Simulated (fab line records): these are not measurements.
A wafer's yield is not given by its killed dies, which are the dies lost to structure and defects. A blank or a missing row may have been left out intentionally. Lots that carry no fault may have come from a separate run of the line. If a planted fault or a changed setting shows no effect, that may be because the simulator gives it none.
2 desks, one fault | flow n5 finfet | each desk has only its own numbers; what lay behind them comes last

## TOOL OWNER'S DESK, plasma asher-01
The tool's own readings at N5_BEOL_M12_STRIP_37 (strips in N2/H2): means of the sampled wafers that have a number, for each lot that ran on this tool. Any lot whose mean is over 4 standard deviations away from the usual mean is out of limits and marked OUT; that distance is given in the brackets.
Columns: A = drypump motor current A at N5_BEOL_M12_STRIP_37, usual 6.1 A; B = h2 flow sccm at N5_BEOL_M12_STRIP_37, usual 3248 sccm; C = heater power w at N5_BEOL_M12_STRIP_37, usual 343 W; D = oes product au at N5_BEOL_M12_STRIP_37, usual 0.790 a.u.
lot  | first seen here | A   | B    | C   | D
L380 | day 11 11:41    | 5.8 | 3249 | 363 | 0.789
L385 | day 12 23:24    | 6.5 | 3247 | 341 | 0.788
L397 | day 15 20:05    | 5.8 | 3254 | 361 | 0.784
L400 | day 16 03:41    | 6.2 | 3250 | 351 | 0.784
L396 | day 16 04:27    | 6.2 | 3258 | 351 | 0.790
This desk's finding: nothing out of limits on any of the 5 lots.

## FROM THE METROLOGY DESK
Means of the sampled wafers that have a number, per lot and without regard to the tool the lot ran on: this is what the gauges read. Any lot whose mean is over 4 standard deviations away from the usual mean is out of limits and marked OUT; that distance is given in the brackets. Readings shown: 7 of its 11, picked as those furthest out on some lot.
Columns: A = DIBL_N at N5_BEOL_M4_RC_MEAS_101, usual 36.4 mV/V; B = DIBL_P at N5_BEOL_M4_RC_MEAS_101, usual 36.3 mV/V; C = IOFF_N at N5_BEOL_M4_RC_MEAS_101, usual 0.162 nA/um; D = IOFF_P at N5_BEOL_M4_RC_MEAS_101, usual 0.211 nA/um; E = ION_N at N5_BEOL_M4_RC_MEAS_101, usual 676 uA/um; F = SS_P at N5_BEOL_M4_RC_MEAS_101, usual 73.3 mV/dec; G = VT_N at N5_BEOL_M4_RC_MEAS_101, usual 249.3 mV
lot  | first seen here | A    | B    | C     | D     | E   | F    | G
L379 | day 8 05:42     | 36.9 | 36.1 | 0.170 | 0.216 | 683 | 73.1 | 247.9
L380 | day 8 12:34     | 35.8 | 36.0 | 0.149 | 0.218 | 668 | 73.6 | 252.6
L384 | day 9 20:55     | 35.8 | 36.0 | 0.152 | 0.212 | 668 | 72.7 | 250.6
L385 | day 10 01:58    | 35.2 | 36.6 | 0.147 | 0.188 | 671 | 73.5 | 250.0
L388 | day 10 20:30    | 36.7 | 35.6 | 0.153 | 0.206 | 664 | 72.9 | 249.2
L390 | day 11 01:06    | 37.5 | 36.2 | 0.156 | 0.224 | 673 | 73.2 | 248.3
L396 | day 13 04:40    | 36.1 | 36.3 | 0.166 | 0.198 | 682 | 73.9 | 249.4
L397 | day 13 07:33    | 36.3 | 34.4 | 0.159 | 0.220 | 665 | 72.8 | 250.6
L399 | day 13 08:16    | 38.7 | 38.9 | 0.202 | 0.247 | 694 | 74.3 | 247.2
L400 | day 13 09:50    | 35.6 | 34.7 | 0.145 | 0.198 | 679 | 73.2 | 249.4
This desk's finding: nothing out of limits on any of the 10 lots.

## PUT TOGETHER
The desk of the tool owner found nothing out of limits.
Nothing out of limits was seen by the metrology desk.

## WHAT THE SIMULATOR HAD PUT IN
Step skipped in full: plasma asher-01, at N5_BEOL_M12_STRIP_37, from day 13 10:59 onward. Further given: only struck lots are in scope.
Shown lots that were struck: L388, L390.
